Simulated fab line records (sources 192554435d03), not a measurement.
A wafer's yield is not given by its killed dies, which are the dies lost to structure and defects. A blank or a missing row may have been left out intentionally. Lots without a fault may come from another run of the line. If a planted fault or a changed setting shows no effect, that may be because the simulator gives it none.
Matching of chambers | flow n5_finfet | N5_FIN_SAQP_HM_DEP_03 on pecvd-04: 3 sister chambers
The step deposits SiNx from SiH4/NH3/N2, target thk 38 nm, time 33.6 s. 6 wafers are shown with their chamber, then 12 later ones without.

## EACH WAFER AND ITS CHAMBER
wafer  | chamber | showerhead_plenum_p_Torr (Torr) | throttle_valve_pct (%)
L084.5 | 2       | 5.17                            | 40.3
L088.5 | 2       | 5.18                            | 40.1
L089.5 | 0       | 5.07                            | 39.6
L091.3 | 1       | 5.00                            | 42.1
L091.4 | 1       | 5.01                            | 42.0
L091.6 | 0       | 5.08                            | 39.7

## WAFERS WITH NO CHAMBER GIVEN
wafer  | showerhead_plenum_p_Torr (Torr) | throttle_valve_pct (%)
L094.1 | 5.17                            | 39.9
L094.3 | 4.99                            | 42.1
L094.4 | 5.00                            | 42.3
L095.1 | 5.15                            | 39.9
L095.3 | 5.08                            | 39.8
L095.6 | 5.08                            | 40.1
L096.1 | 5.09                            | 39.7
L096.5 | 5.02                            | 42.3
L096.6 | 5.08                            | 39.9
L097.2 | 5.17                            | 40.1
L097.3 | 5.07                            | 39.9
L097.6 | 5.17                            | 40.0

## THE CHAMBER EACH PASSED THROUGH
wafer  | from the rows above | in truth
L094.1 | 2                   | 2
L094.3 | 1                   | 1
L094.4 | 1                   | 1
L095.1 | 2                   | 2
L095.3 | 0                   | 0
L095.6 | 0                   | 0
L096.1 | 0                   | 0
L096.5 | 1                   | 1
L096.6 | 0                   | 0
L097.2 | 2                   | 2
L097.3 | 0                   | 0
L097.6 | 2                   | 2
Correctly placed: 12 of 12. Left unplaced by these rows: 0. 0 placed wrongly.
How it was worked out, from the rows above alone: a wafer's distance from a chamber is the root of the sum, over the readings, of the square of ((its reading less the chamber's mean) divided by the reading's scatter). If the next closest chamber is less than 2 further off than the closest, the wafer can't be placed; otherwise it belongs to the closest. Each chamber's mean is taken over the wafers shown for it. The scatter: the root of (the sum of the squares of (reading less its chamber's mean) over the shown wafers, divided by (wafers less chambers)).
